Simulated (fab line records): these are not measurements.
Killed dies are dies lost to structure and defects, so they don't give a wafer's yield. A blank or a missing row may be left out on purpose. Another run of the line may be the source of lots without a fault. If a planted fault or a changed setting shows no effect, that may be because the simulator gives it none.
Chamber matching | flow n5-finfet | N5_BEOL_M1_ILD_DEP_00 on pecvd-01 has 3 sister chambers
The step deposits SiOC from DEMS/O2, target thk 79 nm, time 15.3 s. 6 wafers are shown with their chamber, then 8 later ones without.

## EACH WAFER AND ITS CHAMBER
wafer  | chamber | throttle-valve-pct (%) | heater-power-w (W)
L084.5 | 2       | 11.4                   | 460
L084.6 | 1       | 12.5                   | 452
L088.3 | 2       | 11.0                   | 446
L088.4 | 0       | 12.2                   | 578
L088.6 | 1       | 12.3                   | 542
L089.2 | 0       | 11.9                   | 604

## WAFERS MISSING THEIR CHAMBER
wafer  | throttle-valve-pct (%) | heater-power-w (W)
L089.5 | 12.4                   | 555
L089.6 | 12.0                   | 602
L091.2 | 12.4                   | 488
L091.5 | 12.4                   | 506
L091.6 | 11.9                   | 637
L095.4 | 12.2                   | 547
L095.5 | 12.0                   | 647
L095.6 | 11.2                   | 489

## THE CHAMBER EACH PASSED THROUGH
wafer  | from the rows above     | in truth
L089.5 | can't be placed: 1 or 0 | 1
L089.6 | 0                       | 0
L091.2 | 1                       | 1
L091.5 | 1                       | 1
L091.6 | 0                       | 0
L095.4 | can't be placed: 0 or 1 | 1
L095.5 | 0                       | 0
L095.6 | 2                       | 2
Correct placement for 6 of the 8. Unplaceable from these rows: 2, with the true chamber sitting among the candidates in 2. 0 placed wrongly.
How it was worked out, from the rows above alone: a wafer's distance from a chamber is the root of the sum, over the readings, of the square of ((its reading less the chamber's mean) divided by the reading's scatter). The wafer belongs to the nearest chamber; if the next one is less than 2 further off, it can't be placed. A chamber's mean is the mean of its shown wafers. The scatter is the square root of a quotient: the sum, over the shown wafers, of each reading's squared deviation from its chamber's mean, divided by wafers minus chambers.
